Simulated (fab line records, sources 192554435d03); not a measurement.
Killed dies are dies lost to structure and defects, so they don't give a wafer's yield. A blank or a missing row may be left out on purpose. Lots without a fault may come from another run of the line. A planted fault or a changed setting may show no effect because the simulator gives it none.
fab line records | flow n5_finfet
record lots=5 wafers=15 last_day=17
route steps=1938 shown FIN_SAQP@108 BEOL_M4@1111 PASSIVATION@1936
lots that met no fault: from a run of the same line without faults
start_h: hours from the record's first day to the start of the lot's first wafer shown | wait_h: hours since the lot's step before | " the same as in the row above | L1.1+2: a row that stands for several wafers | - no value, or no start given | * or withheld: withheld | < > ~ a bound
route shown NAME@n: a module of which the file shows steps, and the number in the route of the first | usual: mean/standard deviation of fault-free wafers | same: alike in all rows | chamber/n: place in a boat | sites: the reading at each site | _std_site: their standard deviation | _edge_site: outer sites' mean less inner sites' | radius_mm: how far each site lies from the wafer's centre | mask NAME#n: copy n | behind: the tool/chamber that last shaped the wafer | hold: why the lot was held/for how many hours/how that ended | device: the transistor (n, p or np) that didn't switch | end of line: the same wafers' tests at the end of the route | a step without rows: its recipe alone | killed: dies lost to structure and defects at the first sort, not the wafer's yield | map: a wafer's dies, x killed, . not, _ none there
set.NAME: the setting as run; set.NAME@STEP: as run at that earlier step | model.NAME: the simulator's own value behind a step, which no gauge read
lots at some steps of the route; a table a step, a row a wafer
services: from which hour (start_h, from the record's first day; less than 0 if before it) a tool's chamber was out of use, for how many hours, and why
## steps
# step N5_FIN_SAQP_EXPOSE_13
# recipe mask_id=FIN_CORE na=1.35 source_shape=dipole sigma_inner=0.538 sigma_outer=0.738 polarization=te target_cd_nm=35.6 dose_mj=63.25
# step N5_FIN_SAQP_PEB_14
# recipe peb_temp_c=withheld peb_time_s=60 resist=CAR-ArF
# step N5_FIN_SAQP_DEVELOP_15
# recipe develop_time_s=30 developer=TMAH resist=CAR-ArF dev_temp_c=23 rinse_liquid=diw dry=air_spin
# step N5_FIN_SAQP_DESCUM_21
# recipe chemistry=O2 time_s=7.9 source_power_w=50 bias_power_w=20 pressure_mtorr=20 rf_frequency_hz=2.712e+07 temp_c=40 resist=CAR-ArF o2_flow_sccm=225
# step N5_FIN_SAQP_ETCH_51
# recipe chemistry=CF4 target=SiARC target_depth_a=455 mask_material=CAR-ArF time_s=75.8 ion_energy_ev=80 pressure_mtorr=40 source_w=545 bias_w=36 Ar_flow_sccm=100 cf4_flow_sccm=100 ends=cleared
# step N5_FIN_SAQP_ETCH_52
# recipe chemistry=N2/H2 target=SOC target_depth_a=1000 overetch_a=200 mask_material=SiARC temp_c=40 time_s=150 ion_energy_ev=200 pressure_mtorr=30 source_w=840 bias_w=150 n2_flow_sccm=200 h2_flow_sccm=200 ends=end_point
# step N5_FIN_SAQP_STRIP_53
# recipe chemistry=N2/H2 temp_c=40 n2_flow_sccm=200 h2_flow_sccm=200 rf_frequency_hz=6e+07
# step N5_FIN_SAQP_HM_OPEN_73
# recipe chemistry=CHF3/O2 target=SiO2 stop_on=a-Si target_depth_a=120 over_etch_frac=1.8 mask_material=SOC time_s=16.8 pressure_mtorr=30 source_w=650 bias_w=170 Ar_flow_sccm=200 CHF3_flow_sccm=50 O2_flow_sccm=5 ion_energy_ev=200 ends=end_point
# step N5_FIN_SAQP_STRIP_74
# recipe chemistry=CHF3/O2 resist=SiARC rf_frequency_hz=6e+07
# step N5_FIN_SAQP_MANDREL_ETCH_22
# recipe target_depth_a=600 chemistry=HBr/Cl2 target=a-Si stop_on=SiNx bt_time_s=10 over_etch_frac=0.5 time_s=30 pressure_mtorr=10 icp_w=800 bias_w=75 HBr_flow_sccm=150 Cl2_flow_sccm=80 ends=end_point
# usual drypump_motor_current_A=5.5/0.48 oes_product_au=0.767/0.012 over_etch_frac=0.5/0 throttle_valve_pct=35.45/0.19
# columns lot.wafer tool chamber start_h wait_h drypump_motor_current_A oes_product_au over_etch_frac rf_hours_counter_h throttle_valve_pct model.SOC_of_FIN_SAQP_COAT_49.thk_nm model.SiNx_of_FIN_SAQP_PECVD_48.thk_nm
L968.3 rie_si-06 2 46.63 0.0 5.7 0.756 0.5 87 35.34 76.72 24.99
L968.4 " 0 " " 4.9 0.762 0.5 99 35.57 76.28 25.66
L968.6 " 2 " " 5.7 0.761 0.5 - 35.33 76.29 25.14
L969.1 rie_si-06 1 52.54 0.0 5.1 0.686 0.89915 154 35.35 69.5 21.11
L969.3 " 0 " " 4.9 0.672 0.89915 99 35.75 70.21 21.29
L969.5 " 1 " " 5.1 0.680 0.89915 - 35.34 69.7 21.53
L970.3 rie_si-06 0 59.98 0.0 4.9 0.677 0.89915 99 35.76 69.58 21.47
L970.5 " 1 " " 5.1 0.676 0.89915 - 35.36 69.7 21.86
L970.6 " 2 " " 5.7 0.666 0.89915 - 35.52 70.36 21.84
L971.2 rie_si-06 0 65.21 0.0 4.9 0.677 0.89915 99 35.76 70.32 21.04
L971.4 " 3 " " 5.5 0.680 0.89915 21 35.63 70.55 20.95
L971.5 " 3 " " 5.5 0.679 0.89915 - 35.64 70.75 21.64
L985.1 rie_si-03 0 149.70 0.0 6.4 0.768 0.5 33 35.50 76 25.15
L985.4 " 1 " " 5.4 0.742 0.5 9 35.30 76 25.08
L985.6 " 1 " " 5.4 0.745 0.5 - 35.30 76.03 24.94
# step N5_FIN_SAQP_STRIP_55
# recipe chemistry=N2/H2 power_w=500 temp_c=40 pressure_mtorr=50 rf_frequency_hz=6e+07 overash_fraction=0.3 bias_power_w=28 h2_frac=0.5 n2_flow_sccm=300 h2_flow_sccm=300
# step N5_FIN_SAQP_STRIP_23
# recipe chemistry=SPM time_s=750 temp_c=130 h2so4_h2o2_vol_ratio=4
# step N5_FIN_SAQP_SRD_66
# recipe dry=ipa_marangoni time_s=30 temp_c=23 rinse_liquid=diw
# step N5_FIN_SAQP_RECESS_75
# recipe chemistry=HF/NH3 target=SiO2 target_depth_a=144 afs_cycles=3 temp_c=30 sublimation_temp_c=180 sublimation_time_s=60
# step N5_FIN_SAQP_SPACER1_ALD_24
# recipe material=SiO2 target_thk_a=203 temp_c=300 ald_precursor_family=BDEAS ald_co_reactant=O2-plasma pulse_time_s=1 purge_time_s=2 co_reactant_purge_time_s=2 ald_cycles=218 pressure_torr=2
# step N5_FIN_SAQP_SPACER1_ETCHBACK_25
# recipe chemistry=CHF3/O2 mode=anisotropic_etchback target=SiO2 target_depth_a=244 time_s=12.2 pressure_mtorr=30 source_w=650 bias_w=170 Ar_flow_sccm=200 CHF3_flow_sccm=50 O2_flow_sccm=5 ion_energy_ev=200
# step N5_FIN_SAQP_MANDREL1_REMOVE_56
# recipe chemistry=HBr/Cl2/O2 bt_time_s=10 target=a-Si stop_on=SiNx endpoint=OES-SiCl over_etch_frac=1 icp_w=600 bias_w=22 HBr_flow_sccm=150 Cl2_flow_sccm=80 O2_flow_sccm=5 pressure_mtorr=10
# step N5_FIN_SAQP_ETCH_57
# recipe chemistry=CH3F/O2 target=SiNx mask_material=SiO2 target_depth_a=325 time_s=46.4 pressure_mtorr=30 source_w=395 bias_w=73 Ar_flow_sccm=150 CH3F_flow_sccm=30 O2_flow_sccm=20 ion_energy_ev=120 ends=cleared
# usual drypump_motor_current_A=5.8/0.35 etch_rf_on_time_s=46.1/0.79 oes_f_703_au=0.75/0.065 oes_product_au=0.64/0.059 rf_vpp_V=295.7/2.9 showerhead_plenum_p_Torr=1.96/0.081 throttle_valve_pct=16.44/0.24
# columns lot.wafer tool chamber start_h wait_h drypump_motor_current_A etch_rf_on_time_s oes_f_703_au oes_product_au rf_hours_counter_h rf_vpp_V showerhead_plenum_p_Torr throttle_valve_pct model.etch.depth_nm
L968.3 rie_diel-03 1 48.63 0.0 5.9 47.5 0.71 0.59 212 296.0 2.06 16.82 24.99
L968.4 " 2 " " 6.1 47.8 0.78 0.68 115 296.5 1.86 16.51 25.66
L968.6 " 1 " " 5.9 47.5 0.71 0.60 - 296.4 2.06 16.83 25.14
L969.1 rie_diel-06 3 54.37 0.0 6.5 38.7 0.69 0.59 220 300.7 1.98 16.49 21.11
L969.3 " 2 " " 6.2 39.1 0.73 0.61 203 293.4 1.98 16.44 21.29
L969.5 " 2 " " 6.3 39.8 0.73 0.61 - 292.4 1.98 16.45 21.53
L970.3 rie_diel-03 2 62.09 0.0 6.1 40.1 0.78 0.67 121 295.8 1.85 16.52 21.47
L970.5 " 1 " " 5.9 41.3 0.72 0.59 - 298.4 2.06 16.85 21.86
L970.6 " 0 " " 5.5 40.7 0.75 0.63 - 296.2 1.99 16.21 21.84
L971.2 rie_diel-05 2 67.07 0.1 5.4 39.4 0.71 0.60 237 293.6 1.89 16.46 21.04
L971.4 " 3 " " 5.7 39.5 0.71 0.60 232 295.8 1.90 16.38 20.95
L971.5 " 3 " " 5.8 40.6 0.70 0.60 - 295.5 1.90 16.40 21.64
L985.1 rie_diel-06 0 152.06 0.5 5.8 46.8 0.83 0.71 89 290.4 1.93 16.14 25.15
L985.4 " 2 " " 6.3 46.4 0.70 0.59 - 290.5 1.97 16.52 25.08
L985.6 " 1 " " 5.4 45.1 0.92 0.79 - 298.0 2.12 16.08 24.94
# step N5_FIN_SAQP_ETCH_65
# recipe chemistry=CF4 target=SiO2 target_depth_a=40 ion_energy_ev=350 time_s=4.4 pressure_mtorr=10 icp_w=800 bias_w=400 cf4_flow_sccm=80
# step N5_BEOL_M4_RC_MEAS_101
# usual DIBL_N=35.9/1.3 DIBL_P=36.3/1.5 IOFF_N=0.153/0.023 IOFF_P=0.208/0.028 ION_N=672/9.7 ION_P=462/6.6 SS_N=71.5/0.53 SS_P=73.3/0.59 VT_N=250.4/2.7 VT_P=-250.5/3
# columns lot.wafer tool chamber start_h wait_h DIBL_N[mV/V] DIBL_P[mV/V] IOFF_N[nA/um] IOFF_P[nA/um] ION_N[uA/um] ION_P[uA/um] SS_N[mV/dec] SS_P[mV/dec] VT_N[mV] VT_P[mV]
L968.3 prober-02 0 204.14 0.3 36.1 35.4 0.151 0.197 676 461 71.9 72.7 251.9 -251.2
L968.4 " 0 " " 35.4 34.3 0.138 0.179 673 456 71.6 72.0 252.6 -251.9
L968.6 " 0 " " 36.4 35.9 0.154 0.201 677 465 71.6 73.1 249.5 -251.9
L969.1 prober-02 0 211.49 0.0 33.8 35.3 0.121 0.177 653 452 70.8 72.7 253.2 -252.9
L969.3 " 0 " " 36.0 38.1 0.162 0.213 673 461 71.6 73.9 250.8 -253.0
L969.5 " 0 " " 34.1 35.3 0.120 0.177 646 456 70.9 72.1 255.5 -252.9
L970.3 prober-01 0 223.31 0.3 36.6 35.9 0.155 0.214 669 459 72.1 73.2 248.1 -249.8
L970.5 " 0 " " 36.7 36.9 0.171 0.230 677 467 72.6 73.8 249.9 -249.7
L970.6 " 0 " " 36.9 37.0 0.174 0.235 682 472 71.8 73.8 248.4 -250.1
L971.2 prober-01 0 225.30 0.2 38.7 39.2 0.197 0.247 676 467 71.8 74.2 247.3 -248.5
L971.4 " 0 " " 39.8 40.6 0.211 0.274 678 466 72.0 74.5 245.7 -245.5
L971.5 " 0 " " 38.5 39.1 0.194 0.235 683 463 72.7 74.1 246.5 -250.0
L985.1 prober-02 0 313.17 0.0 36.0 37.0 0.158 0.206 682 463 71.5 73.6 249.5 -248.8
L985.4 " 0 " " 36.5 37.6 0.170 0.213 671 457 72.0 74.4 249.0 -249.0
L985.6 " 0 " " 35.9 36.4 0.157 0.202 674 462 71.7 73.3 247.9 -253.1
# step N5_PASSIVATION_PROBE_49
# usual defect_limited_yield=91.1/1.5 killed_at_M0_to_M3=35/9.5 killed_at_M4_up=13/5.2 killed_at_contacts=12/6.1 killed_at_front_end=41/14 killed_at_other=3.8/2.9 killed_dies=105/17 killed_open=70/13 killed_short=33/8.4 sort_bin_5_function=5.1/0.97 sort_bin_6_memory=3.4/0.69 sort_n_pass=1075/17 sort_yield_pct=91.1/1.5
# same gross_dies=1180 killed_at_back_side=0 sort_bin_4_leakage[%]=0 sort_bin_8_speed[%]=0
# columns lot.wafer tool chamber start_h wait_h defect_limited_yield[%] killed_at_M0_to_M3 killed_at_M4_up killed_at_contacts killed_at_front_end killed_at_other killed_dies killed_open killed_short sort_bin_5_function[%] sort_bin_6_memory[%] sort_n_pass sort_yield_pct[%]
L968.3 prober-01 - 316.14 0.1 90.9 44 15 12 31 5 107 73 32 4.7 4.1 1073 90.9
L968.4 prober-01 - 316.19 0.2 91.4 36 11 7 37 10 101 57 43 4.7 3.4 1079 91.4
L968.6 prober-01 - 316.29 0.3 89.7 56 19 12 31 3 121 89 31 6.2 3.9 1059 89.7
L969.1 prober-01 - 318.42 0.0 93.1 19 13 4 42 3 81 60 19 4.2 2.5 1099 93.1
L969.3 prober-01 - 318.52 0.1 91.8 44 8 14 28 3 97 58 37 5.1 2.9 1083 91.8
L969.5 prober-01 - 318.62 0.2 89.3 39 15 17 55 0 126 85 41 6.3 4.1 1054 89.3
L971.2 prober-01 - 332.22 0.1 93.8 34 12 6 20 1 73 58 13 4.2 2.0 1107 93.8
L971.4 prober-01 - 332.32 0.2 92.5 35 7 11 31 5 89 55 34 4.6 2.8 1091 92.5
L971.5 prober-01 - 332.37 0.2 93.3 24 10 6 32 7 79 57 20 3.5 3.1 1101 93.3
L970.3 prober-01 - 333.61 0.1 92.0 22 16 14 39 3 94 58 36 5.1 2.7 1086 92.0
L970.5 prober-01 - 333.71 0.2 91.5 33 6 19 39 3 100 65 35 4.9 3.1 1080 91.5
L970.6 prober-01 - 333.76 0.3 92.3 29 10 10 40 2 91 58 33 4.0 3.4 1089 92.3
# killed by level:class
L968.3 BEOL_M1:geometric_particle:open=14 MOL_CONTACT_COAG:geometric_particle:open=9 BEOL_M0_SAQP:geometric_particle:open=8 FIN_SAQP:geometric_particle:open=7 BEOL_M0_SAQP:geometric_particle:short=7 BEOL_M4:geometric_particle:open=6 BEOL_M0:geometric_particle:open=5 BEOL_M1:geometric_particle:short=5
L968.4 FIN_SAQP:geometric_particle:open=13 FIN_SAQP:geometric_particle:short=11 BEOL_M0_SAQP:geometric_particle:short=10 BEOL_M0_SAQP:geometric_particle:open=8 MOL_CONTACT_COAG:geometric_particle:open=7 MIM_TOP:geometric_particle:short=7 BEOL_M0:geometric_particle:open=6 BEOL_M2:geometric_particle:open=4
L968.6 BEOL_M0:geometric_particle:open=17 BEOL_M0_SAQP:geometric_particle:open=14 MOL_CONTACT_COAG:geometric_particle:open=12 BEOL_M4:geometric_particle:open=12 BEOL_M0_SAQP:geometric_particle:short=11 FIN_SAQP:geometric_particle:short=6 BEOL_M3:geometric_particle:open=6 FIN_SAQP:geometric_particle:open=5
L969.1 STI_FIN_REVEAL:geometric_particle:open=14 DUMMY_GATE:geometric_particle:open=8 FIN_SAQP:geometric_particle:short=5 BEOL_M3:geometric_particle:open=5 BEOL_M8:geometric_particle:open=5 MOL_CONTACT_COAG:geometric_particle:open=4 BEOL_M1:geometric_particle:open=4 BEOL_M5:geometric_particle:open=3
L969.3 BEOL_M3:geometric_particle:open=11 MOL_CONTACT_COAG:geometric_particle:open=10 BEOL_M0_SAQP:geometric_particle:short=9 FIN_SAQP:geometric_particle:short=6 GATE_CUT:geometric_particle:short=6 BEOL_M2:geometric_particle:open=5 STI_FIN_REVEAL:geometric_particle:open=4 MOL_CONTACT_COAG:geometric_particle:short=4
L969.5 FIN_SAQP:geometric_particle:open=21 MOL_CONTACT_COAG:geometric_particle:open=14 FIN_SAQP:geometric_particle:short=12 BEOL_M3:geometric_particle:short=10 STI_FIN_REVEAL:geometric_particle:open=9 BEOL_M3:geometric_particle:open=7 BEOL_M4:geometric_particle:open=7 BEOL_M2:geometric_particle:open=6
L971.2 BEOL_M2:geometric_particle:open=12 DUMMY_GATE:geometric_particle:open=6 MOL_CONTACT_COAG:geometric_particle:open=5 BEOL_M0_SAQP:geometric_particle:open=5 BEOL_M1:geometric_particle:open=5 BEOL_M3:geometric_particle:open=5 BEOL_M0_SAQP:geometric_particle:short=4 BEOL_M5:geometric_particle:open=4
L971.4 STI_FIN_REVEAL:geometric_particle:open=13 BEOL_M1:geometric_particle:open=9 MOL_CONTACT_COAG:geometric_particle:open=8 BEOL_M0_SAQP:geometric_particle:short=8 BEOL_M0_SAQP:geometric_particle:open=8 STI_FIN_REVEAL:geometric_particle:short=4 BEOL_M1:geometric_particle:short=4 FIN_SAQP:geometric_particle:short=3
L971.5 DUMMY_GATE:geometric_particle:open=8 BEOL_M2:geometric_particle:open=8 MOL_CONTACT_COAG:geometric_particle:open=6 BEOL_M5:geometric_particle:open=6 STI_FIN_REVEAL:geometric_particle:open=4 PAD_METAL:geometric_particle:short=4 ILD0:geometric_particle:open=3 ILD0:geometric_particle:short=3
L970.3 MOL_CONTACT_COAG:geometric_particle:open=11 STI_FIN_REVEAL:geometric_particle:open=10 GATE_CUT:geometric_particle:short=8 BEOL_M1:geometric_particle:open=7 BEOL_M0_SAQP:geometric_particle:short=5 FIN_SAQP:geometric_particle:short=4 STI_FIN_REVEAL:geometric_particle:short=4 BEOL_M3:geometric_particle:open=4
L970.5 MOL_CONTACT_COAG:geometric_particle:open=13 FIN_SAQP:geometric_particle:open=11 FIN_SAQP:geometric_particle:short=9 BEOL_M2:geometric_particle:open=8 GATE_CUT:geometric_particle:open=6 MOL_CONTACT_COAG:geometric_particle:short=6 BEOL_M1:geometric_particle:open=6 BEOL_M3:geometric_particle:open=6
L970.6 FIN_SAQP:geometric_particle:open=13 MOL_CONTACT_COAG:geometric_particle:open=9 BEOL_M0_SAQP:geometric_particle:short=7 BEOL_M3:geometric_particle:open=7 FIN_SAQP:geometric_particle:short=5 BEOL_M1:geometric_particle:open=5 BEOL_M4:geometric_particle:open=5 GATE_CUT:geometric_particle:open=4
## services
# columns tool chamber start_h hours kind
rie_si-06 3 24.06 5.7 repair
rie_diel-03 1 31.15 8.8 repair
rie_diel-05 - 47.80 1.1 repair
rie_diel-03 3 54.33 32.3 repair
rie_diel-06 1 87.45 - clean
rie_diel-06 1 87.45 - consumable_replace:focus_ring
rie_diel-06 1 87.45 - consumable_replace:showerhead
rie_diel-06 1 87.45 24.6 scheduled_down
rie_diel-06 1 87.45 24.6 vent_cycle
rie_diel-05 2 111.77 - clean
rie_diel-05 2 111.77 - consumable_replace:focus_ring
rie_diel-05 2 111.77 - consumable_replace:showerhead
rie_diel-05 - 117.79 14.6 pm
rie_diel-06 0 131.83 6.3 repair
rie_diel-03 1 141.03 - clean
rie_diel-03 1 141.03 - consumable_replace:focus_ring
rie_diel-03 1 141.03 15.4 scheduled_down
rie_diel-03 1 141.03 15.4 vent_cycle
rie_diel-06 3 142.93 - clean
rie_diel-06 3 142.93 - consumable_replace:focus_ring
rie_diel-06 3 142.93 10.0 scheduled_down
rie_diel-06 3 142.93 10.0 vent_cycle
rie_diel-05 - 143.02 12.1 repair
rie_si-06 2 149.47 39.4 repair
## key
first_sign step=N5_FIN_SAQP_MANDREL_ETCH_22 reading=over_etch_frac direction=up sigmas=99+ usual=0.5 struck=0.89915
effect step=N5_FIN_SAQP_MANDREL_ETCH_22 reading=oes_product_au direction=down sigmas=7.5 usual=0.767 struck=0.677
effect step=N5_FIN_SAQP_ETCH_57 reading=etch_rf_on_time_s direction=down sigmas=7.9 usual=* struck=*
model_effect step=N5_FIN_SAQP_MANDREL_ETCH_22 value=SOC_of_FIN_SAQP_COAT_49.thk_nm without=76.41 struck=70.07
model_effect step=N5_FIN_SAQP_ETCH_57 value=etch.depth_nm without=24.79 struck=21.41
met_at N5_FIN_SAQP_MANDREL_ETCH_22
struck_wafers L969.1,L969.3,L969.5,L970.3,L970.5,L970.6,L971.2,L971.4,L971.5
onset_between 46.63 52.54
fault kind=process_parameter_drift tool=rie_si-06 chamber=- onset_h=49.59 steps=N5_FIN_SAQP_MANDREL_ETCH_22 channel=over_etch_frac offset=0.39915 shape=step end_h=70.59 acts_in=these_recipes_only stated=0.5
